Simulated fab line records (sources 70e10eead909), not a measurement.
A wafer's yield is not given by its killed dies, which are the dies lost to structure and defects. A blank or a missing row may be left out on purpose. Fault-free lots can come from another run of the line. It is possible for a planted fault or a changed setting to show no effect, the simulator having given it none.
Which of the tools did it? ; flow nand_harc ; Sampling: 12 lots, 36 wafers, 4 of 1302 route steps

WHAT THE GAUGES SHOWED, per wafer
NHARC_A_CONTACT_CD_MEAS_69: target cd 300 nm.
lot;measured;on;cd_nm (nm)
L075;day 22 15:23;cd_sem-01;301.8 301.7 300.6
L076;day 23 04:55;cd_sem-01;300.0 299.9 299.4
L078;day 23 15:22;cd_sem-03;299.8 298.7 299.4
L082;day 25 06:23;cd_sem-02;299.3 299.0 300.6
L083;day 25 15:32;cd_sem-01;300.4 299.5 300.0
L087;day 26 12:02;cd_sem-01;301.1 300.5 301.0
L085;day 26 16:52;cd_sem-02;300.6 300.6 300.3
L088;day 28 02:53;cd_sem-01;301.1 300.7 300.9
L090;day 28 20:17;cd_sem-02;300.3 299.8 299.6
L093;day 29 14:39;cd_sem-02;299.3 300.2 299.4
L094;day 30 07:19;cd_sem-02;300.1 299.7 300.9
L097;day 31 03:04;cd_sem-03;300.9 300.6 300.5

EACH LOT AND THE TOOL THAT RAN IT (in order: tool; ch and the chambers of the sampled wafers; start)
lot;NHARC_A_CONTACT_ETCH_111;NHARC_A_CONTACT_ETCH_120;NHARC_A_CONTACT_ETCH_122
L075;har_cap_etch-02 ch 0,1, day 22 07:13;har_cap_etch-02 ch 0,1, day 22 08:46;har_cap_etch-02 ch 0,1, day 22 09:07
L076;har_cap_etch-03 ch 0,1, day 22 18:12;har_cap_etch-03 ch 0,1, day 22 19:45;har_cap_etch-03 ch 0,1, day 22 20:05
L078;har_cap_etch-02 ch 0, day 23 03:50;har_cap_etch-02 ch 0, day 23 05:24;har_cap_etch-02 ch 0, day 23 05:44
L082;har_cap_etch-01 ch 0,1, day 24 22:17;har_cap_etch-01 ch 0,1, day 24 23:50;har_cap_etch-01 ch 0,1, day 25 00:11
L083;har_cap_etch-03 ch 0,1, day 25 05:13;har_cap_etch-03 ch 0,1, day 25 06:47;har_cap_etch-03 ch 0,1, day 25 07:07
L087;har_cap_etch-03 ch 0,1, day 26 02:20;har_cap_etch-03 ch 0,1, day 26 04:25;har_cap_etch-03 ch 0,1, day 26 04:52
L085;har_cap_etch-03 ch 0,1, day 26 07:48;har_cap_etch-03 ch 0,1, day 26 09:31;har_cap_etch-03 ch 0,1, day 26 09:52
L088;har_cap_etch-01 ch 1, day 27 18:40;har_cap_etch-01 ch 1, day 27 20:14;har_cap_etch-01 ch 1, day 27 20:34
L090;har_cap_etch-02 ch 0,1, day 28 11:18;har_cap_etch-02 ch 0,1, day 28 12:51;har_cap_etch-02 ch 0,1, day 28 13:11
L093;har_cap_etch-03 ch 0,1, day 29 06:32;har_cap_etch-03 ch 0,1, day 29 08:07;har_cap_etch-03 ch 0,1, day 29 08:27
L094;har_cap_etch-02 ch 0,1, day 29 22:07;har_cap_etch-02 ch 0,1, day 29 23:41;har_cap_etch-02 ch 0,1, day 30 00:01
L097;har_cap_etch-02 ch 0,1, day 30 18:05;har_cap_etch-02 ch 0,1, day 30 20:10;har_cap_etch-02 ch 0,1, day 30 20:37
- NHARC_A_CONTACT_ETCH_111: etches the open film in C4F8/O2/Ar, time 140 s, target depth 700 nm.
- NHARC_A_CONTACT_ETCH_120: etches the open film in C4F8/O2/Ar, time 190 s, target depth 1850 nm.
- NHARC_A_CONTACT_ETCH_122: etches the open film in C4F8/O2/Ar, time 190 s, target depth 1850 nm.

THE ANSWER, worked out from the rows above alone
Rule: what is usual is taken from the lots themselves. Put in order of their means at a reading, lots are off if they are a third of the lots or fewer, leave a main group of 4 or more, and stand apart from it by a gap of 3 or more times the standard deviation of the main group's means; of several such gaps the widest counts. Not used: any main group whose means are identical at the precision the tables above print for the reading. A lot without any number at a reading at which 4 lots or more have one is off too. The other lots that the step has rows for count as sound.
No lot is off at any reading shown: from this, nothing can be told.

WHAT THE SIMULATOR HAD PUT IN
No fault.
